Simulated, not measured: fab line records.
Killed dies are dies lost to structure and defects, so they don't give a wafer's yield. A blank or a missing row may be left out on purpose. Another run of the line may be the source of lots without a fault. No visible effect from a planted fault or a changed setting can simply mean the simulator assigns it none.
Chamber matching    flow nandHarc    NHARC_P_M0_DESCUM_14 on rieDiel-12 has 4 sister chambers
The step chemistry O2, time 3 s. 20 wafers are shown with their chamber, then 10 later ones without.

EACH WAFER AND ITS CHAMBER
wafer   chamber  showerheadPlenumPTorr (Torr)  drypumpMotorCurrentA (A)  oesProductAu (a.u.)
L672.1  3        2.04                          5.3                       0.978
L672.4  2        1.78                          6.2                       1.010
L672.6  0        1.90                          5.1                       0.997
L674.2  0        1.90                          5.2                       0.988
L674.3  3        2.04                          5.3                       0.988
L674.4  2        1.77                          6.2                       1.007
L676.1  1        2.03                          5.0                       0.991
L676.2  3        2.04                          5.4                       1.003
L676.4  2        1.77                          6.2                       0.992
L677.1  2        1.77                          6.2                       1.011
L677.2  1        2.03                          5.0                       0.993
L677.3  0        1.90                          5.2                       1.007
L678.3  1        2.03                          5.0                       0.990
L678.4  3        2.04                          5.3                       1.005
L678.5  1        2.03                          5.0                       1.006
L680.2  0        1.90                          5.1                       1.000
L680.3  2        1.77                          6.2                       1.011
L680.5  2        1.77                          6.2                       1.011
L682.1  3        2.04                          5.3                       1.007
L682.4  2        1.77                          6.2                       1.014

SIGNATURES (averages over the wafers above)
reading                chamber 0  chamber 1  chamber 2  chamber 3  scatter within a chamber
showerheadPlenumPTorr  1.9000     2.0300     1.7714     2.0400     0.00231
drypumpMotorCurrentA   5.150      5.000      6.200      5.320      0.0335
oesProductAu           0.99800    0.99500    1.00800    0.99620    0.00907
Rule: distance of a wafer from a chamber = root of the sum over the readings of ((wafer's reading minus chamber's mean) / reading's scatter) squared. The wafer belongs to the nearest chamber; if the next one is less than 2 further off, it can't be placed. How the scatter is found: for the shown wafers, subtract from each reading the mean of its chamber, square and add these, divide the total by (wafers less chambers), then take the root.

WAFERS WITHOUT THEIR CHAMBER
wafer   showerheadPlenumPTorr (Torr)  drypumpMotorCurrentA (A)  oesProductAu (a.u.)
L682.6  1.77                          6.2                       1.020
L687.2  1.77                          6.1                       1.019
L687.4  2.03                          5.3                       0.983
L687.5  2.03                          5.3                       0.965
L693.1  1.89                          5.1                       0.998
L693.2  2.02                          5.0                       1.001
L693.3  2.03                          5.3                       0.982
L694.3  2.02                          5.0                       1.000
L694.5  2.02                          5.0                       1.013
L694.6  1.76                          6.2                       1.002

WHICH CHAMBER EACH ONE RAN IN
wafer   from the rows above  in truth
L682.6  2                    2
L687.2  2                    2
L687.4  3                    3
L687.5  3                    3
L693.1  0                    0
L693.2  1                    1
L693.3  3                    3
L694.3  1                    1
L694.5  1                    1
L694.6  2                    2
Correctly placed: 10 of 10. Left unplaced by these rows: 0. Wrongly placed: 0.
